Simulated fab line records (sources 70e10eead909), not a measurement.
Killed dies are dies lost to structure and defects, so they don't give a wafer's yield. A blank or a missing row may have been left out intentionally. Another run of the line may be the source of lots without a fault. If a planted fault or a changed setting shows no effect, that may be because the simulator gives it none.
Which tool was responsible? / flow nandHarc / 39 wafers from 13 lots sampled at 5 of the route's 1302 steps

WHAT EACH GAUGE READ, for each wafer
NHARC_END_SORT_01.
lot=L862; measured=day 28 21:36; on=prober-01; killedAtArray=82 65 92; killedAtOther=1 2 1; killedAtPeriphery=11 13 8; killedDies=94 80 101; killedOpen=3 3 3; killedShort=2 5 2
lot=L863; measured=day 29 06:41; on=prober-02; killedAtArray=49; killedAtOther=1; killedAtPeriphery=2; killedDies=52; killedOpen=2; killedShort=1

TOOL THAT RAN EACH LOT (tool first, then ch and the chambers of the sampled wafers, then the start)
lot=L851; NHARC_A_CHANNEL_FILL_D2_ALD_03=aldSinBatch-03 ch 0, day 13 19:52 or earlier; NHARC_A_CHANNEL_FILL_D2_ALD_16=aldHk-02 ch 0,2, day 13 19:52; NHARC_A_CHANNEL_FILL_D2_ETCHBACK_08=rieDiel-06 ch 1,2, day 15 10:41 or earlier; NHARC_A_STAIRCASE_EXPOSE_163=krfScanner-01 ch 0, day 15 10:41
lot=L853; NHARC_A_CHANNEL_FILL_D2_ALD_03=aldSinBatch-02 ch 0, day 14 22:50 or earlier; NHARC_A_CHANNEL_FILL_D2_ALD_16=aldHk-04 ch 0,1,2, day 14 22:50; NHARC_A_CHANNEL_FILL_D2_ETCHBACK_08=rieDiel-12 ch 0,2,3, day 16 11:16 or earlier; NHARC_A_STAIRCASE_EXPOSE_163=krfScanner-01 ch 0, day 16 11:16
lot=L854; NHARC_A_CHANNEL_FILL_D2_ALD_03=aldSinBatch-02 ch 0, day 14 22:50 or earlier; NHARC_A_CHANNEL_FILL_D2_ALD_16=aldHk-01 ch 0,1, day 14 22:50; NHARC_A_CHANNEL_FILL_D2_ETCHBACK_08=rieDiel-06 ch 1,2, day 16 16:43 or earlier; NHARC_A_STAIRCASE_EXPOSE_163=krfScanner-02 ch 0, day 16 16:43
lot=L855; NHARC_A_CHANNEL_FILL_D2_ALD_03=aldSinBatch-02 ch 0, day 15 15:18 or earlier; NHARC_A_CHANNEL_FILL_D2_ALD_16=aldHk-04 ch 0,1,2, day 15 15:18; NHARC_A_CHANNEL_FILL_D2_ETCHBACK_08=rieDiel-06 ch 0,1,2, day 17 03:48 or earlier; NHARC_A_STAIRCASE_EXPOSE_163=krfScanner-04 ch 0, day 17 03:48
lot=L856; NHARC_A_CHANNEL_FILL_D2_ALD_03=aldSinBatch-01 ch 0, day 16 07:34 or earlier; NHARC_A_CHANNEL_FILL_D2_ALD_16=aldHk-04 ch 0,2,3, day 16 07:34; NHARC_A_CHANNEL_FILL_D2_ETCHBACK_08=rieDiel-06 ch 1,2, day 17 20:04 or earlier; NHARC_A_STAIRCASE_EXPOSE_163=krfScanner-02 ch 0, day 17 20:04
lot=L858; NHARC_A_CHANNEL_FILL_D2_ALD_03=aldSinBatch-01 ch 0, day 17 11:55 or earlier; NHARC_A_CHANNEL_FILL_D2_ALD_16=aldHk-01 ch 0,3, day 17 11:55; NHARC_A_CHANNEL_FILL_D2_ETCHBACK_08=rieDiel-12 ch 0,2, day 19 03:13 or earlier; NHARC_A_STAIRCASE_EXPOSE_163=krfScanner-02 ch 0, day 19 03:13
lot=L859; NHARC_A_CHANNEL_FILL_D2_ALD_03=aldSinBatch-03 ch 0, day 17 12:05 or earlier; NHARC_A_CHANNEL_FILL_D2_ALD_16=aldHk-01 ch 1,2,3, day 17 12:05; NHARC_A_CHANNEL_FILL_D2_ETCHBACK_08=rieDiel-06 ch 0,1,3, day 19 03:04 or earlier; NHARC_A_STAIRCASE_EXPOSE_163=krfScanner-04 ch 0, day 19 03:04
lot=L861; NHARC_A_CHANNEL_FILL_D2_ALD_03=aldSinBatch-01 ch 0, day 18 06:47 or earlier; NHARC_A_CHANNEL_FILL_D2_ALD_16=aldHk-01 ch 1,2,3, day 18 06:47; NHARC_A_CHANNEL_FILL_D2_ETCHBACK_08=rieDiel-02 ch 0,1,3, day 19 20:02 or earlier; NHARC_A_STAIRCASE_EXPOSE_163=krfScanner-02 ch 0, day 19 20:02
lot=L862; NHARC_A_CHANNEL_FILL_D2_ALD_03=aldSinBatch-01 ch 0, day 18 10:53 or earlier; NHARC_A_CHANNEL_FILL_D2_ALD_16=aldHk-02 ch 0,3, day 18 10:53; NHARC_A_CHANNEL_FILL_D2_ETCHBACK_08=rieDiel-02 ch 2,3, day 20 00:30 or earlier; NHARC_A_STAIRCASE_EXPOSE_163=krfScanner-04 ch 0, day 20 00:30
lot=L863; NHARC_A_CHANNEL_FILL_D2_ALD_03=aldSinBatch-03 ch 0, day 18 21:47 or earlier; NHARC_A_CHANNEL_FILL_D2_ALD_16=aldHk-01 ch 1,3, day 18 21:47; NHARC_A_CHANNEL_FILL_D2_ETCHBACK_08=rieDiel-12 ch 0,1,3, day 20 10:39 or earlier; NHARC_A_STAIRCASE_EXPOSE_163=krfScanner-01 ch 0, day 20 10:39
lot=L864; NHARC_A_CHANNEL_FILL_D2_ALD_03=aldSinBatch-03 ch 0, day 19 23:10 or earlier; NHARC_A_CHANNEL_FILL_D2_ALD_16=aldHk-01 ch 0,2,3, day 19 23:10; NHARC_A_CHANNEL_FILL_D2_ETCHBACK_08=rieDiel-12 ch 0,1,3, day 21 11:07 or earlier; NHARC_A_STAIRCASE_EXPOSE_163=krfScanner-02 ch 0, day 21 11:07
lot=L869; NHARC_A_CHANNEL_FILL_D2_ALD_03=aldSinBatch-03 ch 0, day 21 17:37 or earlier; NHARC_A_CHANNEL_FILL_D2_ALD_16=aldHk-02 ch 0,1, day 21 17:37; NHARC_A_CHANNEL_FILL_D2_ETCHBACK_08=rieDiel-12 ch 0,3, day 23 08:02 or earlier; NHARC_A_STAIRCASE_EXPOSE_163=krfScanner-04 ch 0, day 23 08:02
lot=L873; NHARC_A_CHANNEL_FILL_D2_ALD_03=aldSinBatch-03 ch 0, day 23 04:58 or earlier; NHARC_A_CHANNEL_FILL_D2_ALD_16=aldHk-04 ch 0,1,3, day 23 04:58; NHARC_A_CHANNEL_FILL_D2_ETCHBACK_08=rieDiel-12 ch 1,2,3, day 24 23:12 or earlier; NHARC_A_STAIRCASE_EXPOSE_163=krfScanner-04 ch 0, day 24 23:12
- NHARC_A_CHANNEL_FILL_D2_ALD_03: deposits SiNx, target thk 6 nm, pulse time 60 s, ald cycles 58.
- NHARC_A_CHANNEL_FILL_D2_ALD_16: deposits SiO2, target thk 1.5 nm, pulse time 10 s, ald cycles 15.
- NHARC_A_CHANNEL_FILL_D2_ETCHBACK_08: etches the open film in C4F8, target depth 220 nm, time 110 s.
- NHARC_A_STAIRCASE_EXPOSE_163: exposes mask STAIR OPEN.

WHAT THE TOOLS THEMSELVES READ (means of the sampled wafers that have a number; where no wafer has one, the mark that the record gives instead)
NHARC_A_CHANNEL_FILL_D2_ALD_03.
lot=L851 tool=aldSinBatch-03 precursorPulseHeightRel=0.988
lot=L853 tool=aldSinBatch-02 precursorPulseHeightRel=1.022
lot=L854 tool=aldSinBatch-02 precursorPulseHeightRel=0.985
lot=L855 tool=aldSinBatch-02 precursorPulseHeightRel=0.980
lot=L856 tool=aldSinBatch-01 precursorPulseHeightRel=1.008
lot=L858 tool=aldSinBatch-01 precursorPulseHeightRel=1.007
lot=L859 tool=aldSinBatch-03 precursorPulseHeightRel=1.000
lot=L861 tool=aldSinBatch-01 precursorPulseHeightRel=0.989
lot=L862 tool=aldSinBatch-01 precursorPulseHeightRel=0.988
lot=L863 tool=aldSinBatch-03 precursorPulseHeightRel=1.003
lot=L864 tool=aldSinBatch-03 precursorPulseHeightRel=0.981
lot=L869 tool=aldSinBatch-03 precursorPulseHeightRel=0.982
lot=L873 tool=aldSinBatch-03 precursorPulseHeightRel=1.000

NHARC_A_CHANNEL_FILL_D2_ALD_16.
lot=L851; tool=aldHk-02; heaterPowerW (W)=462; precursorPulseHeightRel=0.989
lot=L853; tool=aldHk-04; heaterPowerW (W)=472; precursorPulseHeightRel=0.987
lot=L854; tool=aldHk-01; heaterPowerW (W)=505; precursorPulseHeightRel=0.991
lot=L855; tool=aldHk-04; heaterPowerW (W)=477; precursorPulseHeightRel=0.996
lot=L856; tool=aldHk-04; heaterPowerW (W)=477; precursorPulseHeightRel=0.985
lot=L858; tool=aldHk-01; heaterPowerW (W)=457; precursorPulseHeightRel=0.997
lot=L859; tool=aldHk-01; heaterPowerW (W)=534; precursorPulseHeightRel=1.000
lot=L861; tool=aldHk-01; heaterPowerW (W)=528; precursorPulseHeightRel=1.014
lot=L862; tool=aldHk-02; heaterPowerW (W)=417; precursorPulseHeightRel=0.991
lot=L863; tool=aldHk-01; heaterPowerW (W)=525; precursorPulseHeightRel=1.013
lot=L864; tool=aldHk-01; heaterPowerW (W)=497; precursorPulseHeightRel=1.006
lot=L869; tool=aldHk-02; heaterPowerW (W)=451; precursorPulseHeightRel=0.991
lot=L873; tool=aldHk-04; heaterPowerW (W)=460; precursorPulseHeightRel=1.022

NHARC_A_CHANNEL_FILL_D2_ETCHBACK_08.
lot=L851; tool=rieDiel-06; oesProductAu (a.u.)=1.00; rfVppV (V)=437.7
lot=L853; tool=rieDiel-12; oesProductAu (a.u.)=1.01; rfVppV (V)=440.4
lot=L854; tool=rieDiel-06; oesProductAu (a.u.)=0.98; rfVppV (V)=438.1
lot=L855; tool=rieDiel-06; oesProductAu (a.u.)=0.93; rfVppV (V)=438.3
lot=L856; tool=rieDiel-06; oesProductAu (a.u.)=0.98; rfVppV (V)=438.3
lot=L858; tool=rieDiel-12; oesProductAu (a.u.)=0.94; rfVppV (V)=441.1
lot=L859; tool=rieDiel-06; oesProductAu (a.u.)=0.91; rfVppV (V)=439.6
lot=L861; tool=rieDiel-02; oesProductAu (a.u.)=1.02; rfVppV (V)=440.8
lot=L862; tool=rieDiel-02; oesProductAu (a.u.)=0.94; rfVppV (V)=437.7
lot=L863; tool=rieDiel-12; oesProductAu (a.u.)=1.00; rfVppV (V)=440.8
lot=L864; tool=rieDiel-12; oesProductAu (a.u.)=0.93; rfVppV (V)=441.7
lot=L869; tool=rieDiel-12; oesProductAu (a.u.)=0.94; rfVppV (V)=439.4
lot=L873; tool=rieDiel-12; oesProductAu (a.u.)=0.97; rfVppV (V)=442.0

NHARC_A_STAIRCASE_EXPOSE_163.
lot=L851; tool=krfScanner-01; exposureDoseMJCm2=20.027; focusOffsetNm (nm)=0.7
lot=L853; tool=krfScanner-01; exposureDoseMJCm2=20.012; focusOffsetNm (nm)=0.2
lot=L854; tool=krfScanner-02; exposureDoseMJCm2=20.034; focusOffsetNm (nm)=0.2
lot=L855; tool=krfScanner-04; exposureDoseMJCm2=19.999; focusOffsetNm (nm)=-0.4
lot=L856; tool=krfScanner-02; exposureDoseMJCm2=20.023; focusOffsetNm (nm)=0.4
lot=L858; tool=krfScanner-02; exposureDoseMJCm2=20.003; focusOffsetNm (nm)=0.1
lot=L859; tool=krfScanner-04; exposureDoseMJCm2=20.014; focusOffsetNm (nm)=0.2
lot=L861; tool=krfScanner-02; exposureDoseMJCm2=20.019; focusOffsetNm (nm)=-0.0
lot=L862; tool=krfScanner-04; exposureDoseMJCm2=20.007; focusOffsetNm (nm)=-0.1
lot=L863; tool=krfScanner-01; exposureDoseMJCm2=19.979; focusOffsetNm (nm)=0.0
lot=L864; tool=krfScanner-02; exposureDoseMJCm2=20.026; focusOffsetNm (nm)=0.3
lot=L869; tool=krfScanner-04; exposureDoseMJCm2=29.614; focusOffsetNm (nm)=0.1
lot=L873; tool=krfScanner-04; exposureDoseMJCm2=29.557; focusOffsetNm (nm)=0.2

THE ANSWER, worked out from the rows above alone
Rule: what is usual is taken from the lots themselves. The widest of any qualifying gaps counts: lots, ordered by their means at a reading, are off when they make up no more than a third of the lots, leave a main group of 4 or more, and stand apart from it by 3 or more times the standard deviation of that group's means. A main group whose means are all the same, to the digits that the tables above print for the reading, isn't used. A lot without any number at a reading at which 4 lots or more have one is off too. Where the step has rows for the other lots, those lots are counted as sound. Order of review: gauges by route order, followed by the tools' own readings, for which a lot's mean as printed above is used. At the first step where some lot is off, the reading lying furthest off is the one used; lots without a number count as furthest.
Off, at NHARC_A_STAIRCASE_EXPOSE_163 on exposureDoseMJCm2: L869, L873. For the main group the mean is 20.013 and the standard deviation 0.015.
A tool fits if, at that step or a process step before it, it ran every lot that is off, and no sound lot after the first of them. Because NHARC_A_CHANNEL_FILL_D2_ALD_03 lacks a start for some lots, the hours and order of its lots are taken from NHARC_A_CHANNEL_FILL_D2_ALD_16. Because NHARC_A_CHANNEL_FILL_D2_ETCHBACK_08 lacks a start for some lots, the hours and order of its lots are taken from NHARC_A_STAIRCASE_EXPOSE_163. Can't be told from this: 3 tools fit, aldSinBatch-03 at NHARC_A_CHANNEL_FILL_D2_ALD_03, rieDiel-12 at NHARC_A_CHANNEL_FILL_D2_ETCHBACK_08, krfScanner-04 at NHARC_A_STAIRCASE_EXPOSE_163.

WHAT THE SIMULATOR PUT IN
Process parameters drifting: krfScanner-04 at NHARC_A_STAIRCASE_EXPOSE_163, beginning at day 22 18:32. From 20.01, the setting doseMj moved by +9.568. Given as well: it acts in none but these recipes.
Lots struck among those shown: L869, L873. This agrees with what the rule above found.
